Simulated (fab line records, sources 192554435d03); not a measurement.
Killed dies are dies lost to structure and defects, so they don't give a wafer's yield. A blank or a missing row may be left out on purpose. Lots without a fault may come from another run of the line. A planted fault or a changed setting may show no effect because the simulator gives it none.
Which tool did it? | flow n5_finfet | 10 lots, 30 wafers sampled, at 5 steps of a route of 1938

WHAT THE GAUGES READ, wafer by wafer
N5_BEOL_M4_RC_MEAS_101.
lot  | measured     | on        | DIBL_N (mV/V)
L439 | day 7 17:38  | prober-01 | 35.5 34.1 34.8
L440 | day 8 04:54  | prober-01 | 34.3 38.8 36.5
L442 | day 9 04:48  | prober-02 | 36.3 38.0 36.7
L443 | day 9 12:25  | prober-02 | 37.0 35.1 34.3
L444 | day 9 14:31  | prober-01 | 37.4 37.1 35.0
L445 | day 9 05:35  | prober-01 | 35.8 37.2 35.4
L446 | day 9 16:41  | prober-01 | 36.4 36.4 35.4
L449 | day 10 14:10 | prober-02 | 35.7 34.4 33.6
L450 | day 10 16:13 | prober-01 | 35.7 32.5 36.7
L454 | day 11 15:05 | prober-02 | 34.8 34.5 34.4

WHICH TOOL RAN EACH LOT (tool, then ch and the chambers of the sampled wafers, then the start)
lot  | N5_BEOL_M1_TRENCH_ETCH_37                     | N5_BEOL_M1_ALD_84                  | N5_BEOL_M1_SPUTTER_79        | N5_BEOL_M1_SPUTTER_81
L439 | rie_diel-04 ch 0,1,2, day 6 08:29 or earlier  | ald_metal-04 ch 0,2, day 6 08:29   | pvd_sputter-02, day 6 13:11  | pvd_sputter-02, day 6 13:25
L440 | rie_diel-03 ch 1,2, day 6 21:24 or earlier    | ald_metal-01 ch 1,2,3, day 6 21:24 | pvd_sputter-01, day 6 22:16  | pvd_sputter-01, day 6 22:29
L442 | rie_diel-02 ch 0,1,2, day 7 14:26 or earlier  | ald_metal-02 ch 0,1,3, day 7 14:26 | pvd_sputter-03, day 7 16:29  | pvd_sputter-03, day 7 16:43
L443 | rie_diel-03 ch 1,2,3, day 7 19:32 or earlier  | ald_metal-01 ch 0,2,3, day 7 19:32 | pvd_sputter-02, day 7 20:15  | pvd_sputter-02, day 7 20:28
L444 | rie_diel-04 ch 0,1, day 7 19:35 or earlier    | ald_metal-02 ch 0,2,3, day 7 19:35 | pvd_sputter-03, day 7 20:28  | pvd_sputter-03, day 7 20:41
L445 | rie_diel-04 ch 0,1,2, day 7 20:40 or earlier  | ald_metal-04 ch 1,2,3, day 7 20:40 | pvd_sputter-03, day 7 22:18  | pvd_sputter-03, day 7 22:31
L446 | rie_diel-02 ch 1,3, day 8 08:07 or earlier    | ald_metal-04 ch 1,2, day 8 08:07   | pvd_sputter-01, day 8 08:50  | pvd_sputter-01, day 8 09:04
L449 | rie_diel-04 ch 0,1,2, day 8 20:53 or earlier  | ald_metal-04 ch 1,2, day 8 20:53   | pvd_sputter-02, day 8 22:55  | pvd_sputter-02, day 8 23:08
L450 | rie_diel-03 ch 0,1,3, day 9 03:56 or earlier  | ald_metal-01 ch 0,3, day 9 03:56   | pvd_sputter-02, day 9 04:37  | pvd_sputter-02, day 9 04:50
L454 | rie_diel-04 ch 0,2,3, day 10 06:27 or earlier | ald_metal-04 ch 1,3, day 10 06:27  | pvd_sputter-01, day 10 07:20 | pvd_sputter-01, day 10 07:33
- N5_BEOL_M1_TRENCH_ETCH_37: etches SiOC in C4F6/O2, target depth 55.207 nm, time 29 s.
- N5_BEOL_M1_ALD_84: deposits TaN, pulse time 2 s, purge time 3 s, co reactant purge time 2 s.
- N5_BEOL_M1_SPUTTER_79: material Cu, target thk 4.5 nm, time 8.29 s.
- N5_BEOL_M1_SPUTTER_81: material Cu, target thk 4.5 nm, time 8.29 s.

THE ANSWER, worked out from the rows above alone
Rule: what is usual is taken from the lots themselves. Put in order of their means at a reading, lots are off if they are a third of the lots or fewer, leave a main group of 4 or more, and stand apart from it by a gap of 3 or more times the standard deviation of the main group's means; of several such gaps the widest counts. A main group whose means are all the same, to the digits that the tables above print for the reading, isn't used. A lot without any number at a reading at which 4 lots or more have one is off too. The other lots that the step has rows for count as sound.
No lot is off at any reading shown: from this, nothing can be told.

WHAT THE SIMULATOR HAD PUT IN
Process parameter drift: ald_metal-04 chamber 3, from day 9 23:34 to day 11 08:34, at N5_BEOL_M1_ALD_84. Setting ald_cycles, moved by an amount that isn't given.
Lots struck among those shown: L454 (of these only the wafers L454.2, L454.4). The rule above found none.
